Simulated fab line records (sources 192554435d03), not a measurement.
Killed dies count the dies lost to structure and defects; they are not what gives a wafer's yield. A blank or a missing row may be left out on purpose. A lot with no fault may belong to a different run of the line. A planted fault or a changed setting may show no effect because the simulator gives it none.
fab line records    flow n5-finfet
record: lots: 7  wafers: 21
route steps=1938 shown PASSIVATION@1916
start-h: start of the lot's first displayed wafer, in hours after the record's first day    wait-h: time in hours since the lot's previous step    " as in the row above    L1.1+2: a row that stands for several wafers    - no value, or no start given    * or withheld: withheld    < > ~ a bound
route shown NAME@n: names a module that has steps shown in the file, with the first one's number in the route    usual: mean/standard deviation taken from wafers without a fault    same: alike in all rows    chamber/n: place in a boat    sites: per-site readings    _std_site: the values' standard deviation    _edge_site: inner sites' mean taken away from outer sites' mean    radius-mm: how far each site lies from the wafer's centre    mask NAME#n: copy n    behind: the tool/chamber that last shaped the wafer    hold: the reason the lot was held/the length of the hold in hours/how it ended    device: the transistor (n, p or np) that didn't switch    end of line: the tests these same wafers got at the end of their route    for a step that has no rows: nothing shown but its recipe    killed: at the first sort, the dies lost to defects and structure; wafer yield is something else    map: a wafer's dies, marking killed ones x, the rest . and places with no die _
set.NAME: setting as actually run; set.NAME@STEP: the setting as run at that earlier step    model.NAME: the simulator's own value behind a step, which no gauge read
lots where settings were altered on purpose, with a table for each step and a row for each wafer
== steps ==
step: N5_PASSIVATION_PECVD_35
recipe: material: SiNx  target-thk-a: 7000  temp-c: 400  precursor: SiH4/NH3/N2  pressure-torr: 4.9  rf-w: 1406  time-s: 151.3
lot.wafer  tool      chamber  start-h  wait-h  set.time-s  model.SiNx_of_PASSIVATION_PECVD_35.thk-nm
L076.2     pecvd-03  1        291.81   0.1     165         767
L076.4     "         1        "        "       151.3       714
L076.5     "         2        "        "       165         760.2
L086.1     pecvd-02  0        343.81   0.1     169.6       771
L086.5     "         2        "        "       151.3       709.4
L086.6     "         0        "        "       169.6       791.8
L085.1     pecvd-01  2        350.01   0.1     151.3       713.4
L085.2     "         1        "        "       151.3       709
L085.4     "         2        "        "       151.3       720.6
L087.1     pecvd-01  2        385.50   0.1     151.3       688.8
L087.4     "         0        "        "       135.6       615.2
L087.6     "         2        "        "       151.3       704
L091.2     pecvd-03  0        399.13   0.1     138.1       632.4
L091.3     "         2        "        "       151.3       700
L091.4     "         1        "        "       151.3       704.4
L095.1     pecvd-01  0        424.95   0.1     151.3       686.2
L095.3     "         2        "        "       151.3       686
L095.4     "         0        "        "       173         790.6
L096.2     pecvd-02  1        439.08   0.1     151.3       697.6
L096.3     "         0        "        "       151.3       689.4
L096.5     "         0        "        "       159         736.6
step: N5_PASSIVATION_HMDS_37
recipe: time-s: 60  temp-c: 120
step: N5_PASSIVATION_COAT_38
recipe: spin-rpm: 3000  resist-thk-nm: withheld
step: N5_PASSIVATION_SRD_72
recipe: dry: ipa-marangoni  time-s: 30  temp-c: 23  rinse-liquid: diw
step: N5_PASSIVATION_ANNEAL_56
recipe: temp-c: 400  time-s: 1800  ambient: FGA  idle-temp-c: 300  ramp-up-c-per-min: 5  ramp-down-c-per-min: 3
step: N5_PASSIVATION_PROBE_49
usual: killed_at_M0_to_M3: 34/11  killed_at_M4_up: 14/5.6  killed-at-contacts: 13/5.9  killed-at-front-end: 40/11  killed-at-other: 4/3.1  killed-dies: 105/16  killed-open: 68/11  killed-short: 34/8.4
same: gross-dies: 1180  killed-at-back-side: 0
lot.wafer  tool       chamber  start-h  wait-h  set.time-s@PASSIVATION_PECVD_35  killed_at_M0_to_M3  killed_at_M4_up  killed-at-contacts  killed-at-front-end  killed-at-other  killed-dies  killed-open  killed-short
L076.2     prober-02  -        295.43   0.1     165                              470                 8                10                  42                   266              796          50           38
L076.4     prober-02  -        295.53   0.2     151.3                            30                  21               11                  44                   10               116          82           34
L076.5     prober-02  -        295.58   0.2     165                              458                 13               18                  50                   249              788          69           46
L086.1     prober-01  -        347.38   0.0     169.6                            477                 15               7                   37                   529              1065         60           29
L086.5     prober-01  -        347.58   0.2     151.3                            462                 12               14                  47                   9                544          78           36
L086.6     prober-01  -        347.63   0.3     169.6                            507                 13               11                  47                   496              1074         69           40
L085.1     prober-02  -        353.82   0.0     151.3                            47                  7                8                   29                   5                96           68           28
L085.2     prober-02  -        353.87   0.1     151.3                            38                  22               8                   36                   4                108          76           30
L085.4     prober-02  -        353.97   0.2     151.3                            61                  16               8                   46                   4                135          81           54
L087.1     prober-01  -        389.25   0.0     151.3                            1020                16               17                  35                   5                1093         79           34
L087.4     prober-01  -        389.40   0.2     135.6                            38                  14               12                  29                   6                99           69           30
L087.6     prober-01  -        389.50   0.3     151.3                            34                  14               6                   40                   1                95           57           37
L091.2     prober-01  -        402.78   0.1     138.1                            37                  6                10                  25                   10               88           45           32
L091.3     prober-01  -        402.83   0.1     151.3                            35                  16               5                   38                   7                101          64           35
L091.4     prober-01  -        402.88   0.2     151.3                            24                  15               14                  24                   0                77           49           27
L095.1     prober-02  -        429.93   1.4     151.3                            29                  15               19                  113                  3                179          79           32
L095.3     prober-02  -        430.03   1.5     151.3                            29                  26               9                   67                   6                137          60           29
L095.4     prober-02  -        430.08   1.6     173                              731                 21               23                  50                   349              1174         86           36
L096.2     prober-01  -        442.69   0.1     151.3                            27                  16               8                   38                   3                92           61           30
L096.3     prober-01  -        442.74   0.1     151.3                            22                  6                22                  50                   9                109          76           26
L096.5     prober-01  -        442.84   0.2     159                              797                 14               12                  42                   8                873          72           28
killed by level:class
L076.2 BEOL_M1:area-expose=446 PASSIVATION:area-pecvd=259 FIN_SAQP:geometric-particle:short=9 GATE_CUT:geometric-particle:short=7 FIN_SAQP:geometric-particle:open=6 MOL_CONTACT_COAG:geometric-particle:open=6 BEOL_M2:geometric-particle:open=6 FIN_CUT:geometric-particle:short=4
L076.4 FIN_SAQP:geometric-particle:open=17 MOL_CONTACT_COAG:geometric-particle:open=10 BEOL_M4:geometric-particle:open=9 BEOL_M2:geometric-particle:open=8 FIN_SAQP:geometric-particle:short=7 BEOL_M0_SAQP:geometric-particle:open=7 BEOL_M0_SAQP:geometric-particle:short=5 MIM_TOP_ETCH:geometric-particle:open=4
L076.5 BEOL_M1:area-expose=427 PASSIVATION:area-pecvd=246 MOL_CONTACT_COAG:geometric-particle:open=14 FIN_SAQP:geometric-particle:open=10 FIN_SAQP:geometric-particle:short=9 BEOL_M2:geometric-particle:open=9 GATE_CUT:geometric-particle:short=7 BEOL_M0_SAQP:geometric-particle:short=7
L086.1 PASSIVATION:area-pecvd=518 BEOL_M1:area-expose=456 STI_FIN_REVEAL:geometric-particle:open=9 MOL_CONTACT_COAG:geometric-particle:open=7 BEOL_M0_SAQP:geometric-particle:short=6 BEOL_M5:geometric-particle:open=6 BEOL_M2:geometric-particle:open=6 GATE_CUT:geometric-particle:open=5
L086.5 BEOL_M1:area-expose=416 MOL_CONTACT_COAG:geometric-particle:open=14 HKMG_FIN:area-etch=13 BEOL_M0_SAQP:geometric-particle:short=10 BEOL_M2:geometric-particle:open=9 BEOL_M0_SAQP:geometric-particle:open=7 FIN_SAQP:geometric-particle:open=6 FIN_SAQP:geometric-particle:short=6
L086.6 PASSIVATION:area-pecvd=487 BEOL_M1:area-expose=469 FIN_SAQP:geometric-particle:short=12 BEOL_M1:geometric-particle:open=10 MOL_CONTACT_COAG:geometric-particle:open=9 BEOL_M0_SAQP:geometric-particle:short=7 BEOL_M2:geometric-particle:open=6 STARTING-WAFER:geometric-particle:open=6
L085.1 BEOL_M1:geometric-particle:open=12 BEOL_M2:geometric-particle:open=11 BEOL_M0_SAQP:geometric-particle:open=11 FIN_SAQP:geometric-particle:short=7 DUMMY_GATE:geometric-particle:open=7 BEOL_M0_SAQP:geometric-particle:short=6 MOL_CONTACT_COAG:geometric-particle:open=4 MOL_CONTACT_COAG:geometric-particle:short=4
L085.2 BEOL_M4:geometric-particle:open=12 BEOL_M1:geometric-particle:open=9 BEOL_M0_SAQP:geometric-particle:open=8 BEOL_M2:geometric-particle:open=8 FIN_SAQP:geometric-particle:open=7 DUMMY_GATE:geometric-particle:open=7 GATE_CUT:geometric-particle:short=6 MOL_CONTACT_COAG:geometric-particle:open=5
L085.4 BEOL_M0_SAQP:geometric-particle:short=19 BEOL_M0_SAQP:geometric-particle:open=17 FIN_SAQP:geometric-particle:short=13 BEOL_M3:geometric-particle:open=12 BEOL_M4:geometric-particle:open=7 DUMMY_GATE:geometric-particle:open=6 GATE_CUT:geometric-particle:short=6 MOL_CONTACT_COAG:geometric-particle:open=6
L087.1 BEOL_M1:area-expose=978 MOL_CONTACT_COAG:geometric-particle:open=15 BEOL_M0_SAQP:geometric-particle:open=14 BEOL_M1:geometric-particle:open=9 FIN_SAQP:geometric-particle:short=8 BEOL_M4:geometric-particle:open=8 BEOL_M0_SAQP:geometric-particle:short=7 DUMMY_GATE:geometric-particle:open=5
L087.4 MOL_CONTACT_COAG:geometric-particle:open=12 BEOL_M0_SAQP:geometric-particle:short=9 DUMMY_GATE:geometric-particle:open=8 BEOL_M0_SAQP:geometric-particle:open=8 BEOL_M0:geometric-particle:open=6 BEOL_M4:geometric-particle:open=6 FIN_SAQP:geometric-particle:short=5 BEOL_M1:geometric-particle:open=4
L087.6 FIN_SAQP:geometric-particle:short=20 FIN_SAQP:geometric-particle:open=7 BEOL_M0_SAQP:geometric-particle:short=7 BEOL_M1:geometric-particle:open=7 BEOL_M4:geometric-particle:open=7 STI_FIN_REVEAL:geometric-particle:open=6 MOL_CONTACT_COAG:geometric-particle:open=6 BEOL_M0_SAQP:geometric-particle:open=6
L091.2 BEOL_M1:area-expose=11 BEOL_M0_SAQP:geometric-particle:short=9 MOL_CONTACT_COAG:geometric-particle:open=8 BEOL_M0_SAQP:geometric-particle:open=8 FIN_SAQP:geometric-particle:short=7 FIN_SAQP:geometric-particle:open=6 BEOL_M3:geometric-particle:open=5 MIM_TOP_ETCH:geometric-particle:short=4
L091.3 FIN_SAQP:geometric-particle:short=16 BEOL_M0_SAQP:geometric-particle:open=9 BEOL_M1:geometric-particle:open=9 FIN_SAQP:geometric-particle:open=7 BEOL_M0_SAQP:geometric-particle:short=7 BEOL_M4:geometric-particle:open=6 BEOL_M7:geometric-particle:open=6 MOL_CONTACT_COAG:geometric-particle:open=5
L091.4 MOL_CONTACT_COAG:geometric-particle:open=12 BEOL_M0_SAQP:geometric-particle:short=7 BEOL_M0_SAQP:geometric-particle:open=5 FIN_SAQP:geometric-particle:short=4 STI_FIN_REVEAL:geometric-particle:open=4 BEOL_M0:geometric-particle:open=4 BEOL_M4:geometric-particle:open=4 BEOL_M7:geometric-particle:open=4
L095.1 FIN_SAQP:area-ald=59 MOL_CONTACT_COAG:geometric-particle:open=16 FIN_SAQP:geometric-particle:open=15 STI_FIN_REVEAL:geometric-particle:open=11 BEOL_M4:geometric-particle:open=8 HKMG_FIN:area-etch=8 BEOL_M0_SAQP:geometric-particle:short=7 BEOL_M0_SAQP:geometric-particle:open=6
L095.3 FIN_SAQP:area-ald=46 MOL_CONTACT_COAG:geometric-particle:open=9 BEOL_M0_SAQP:geometric-particle:open=8 BEOL_M4:geometric-particle:open=8 BEOL_M0_SAQP:geometric-particle:short=7 BEOL_M4:geometric-particle:short=5 ILD0:geometric-particle:short=4 BEOL_M5:geometric-particle:open=4
L095.4 BEOL_M1:area-expose=704 PASSIVATION:area-pecvd=347 MOL_CONTACT_COAG:geometric-particle:open=16 FIN_SAQP:geometric-particle:open=13 STI_FIN_REVEAL:geometric-particle:open=11 BEOL_M4:geometric-particle:open=11 BEOL_M0_SAQP:geometric-particle:open=9 MOL_CONTACT_COAG:geometric-particle:short=7
L096.2 BEOL_M4:geometric-particle:open=11 FIN_SAQP:geometric-particle:open=8 FIN_SAQP:geometric-particle:short=8 STI_FIN_REVEAL:geometric-particle:open=7 BEOL_M2:geometric-particle:open=7 MOL_CONTACT_COAG:geometric-particle:open=6 BEOL_M0_SAQP:geometric-particle:short=6 DUMMY_GATE:geometric-particle:open=4
L096.3 MOL_CONTACT_COAG:geometric-particle:open=18 STI_FIN_REVEAL:geometric-particle:open=13 FIN_SAQP:geometric-particle:open=8 BEOL_M2:geometric-particle:open=7 STI_FIN_REVEAL:geometric-particle:short=6 DUMMY_GATE:geometric-particle:open=6 FIN_SAQP:geometric-particle:short=5 HKMG_FIN:area-etch=5
L096.5 BEOL_M1:area-expose=769 STI_FIN_REVEAL:geometric-particle:open=14 BEOL_M4:geometric-particle:open=11 MOL_CONTACT_COAG:geometric-particle:open=11 FIN_SAQP:geometric-particle:short=8 BEOL_M2:geometric-particle:open=8 BEOL_M0_SAQP:geometric-particle:short=6 ILD0:geometric-particle:short=4
== key ==
split: step: N5_PASSIVATION_PECVD_35  setting: time-s  stated: 151.3  by: wafer
response: step: N5_PASSIVATION_PECVD_35  reading: model.SiNx_of_PASSIVATION_PECVD_35.thk-nm  change: +6.97  per: 1%  r: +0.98
response: step: N5_PASSIVATION_PROBE_49  reading: killed-at-other  shape: bent  at-lowest: 6  at-stated: 5  at-highest: 349
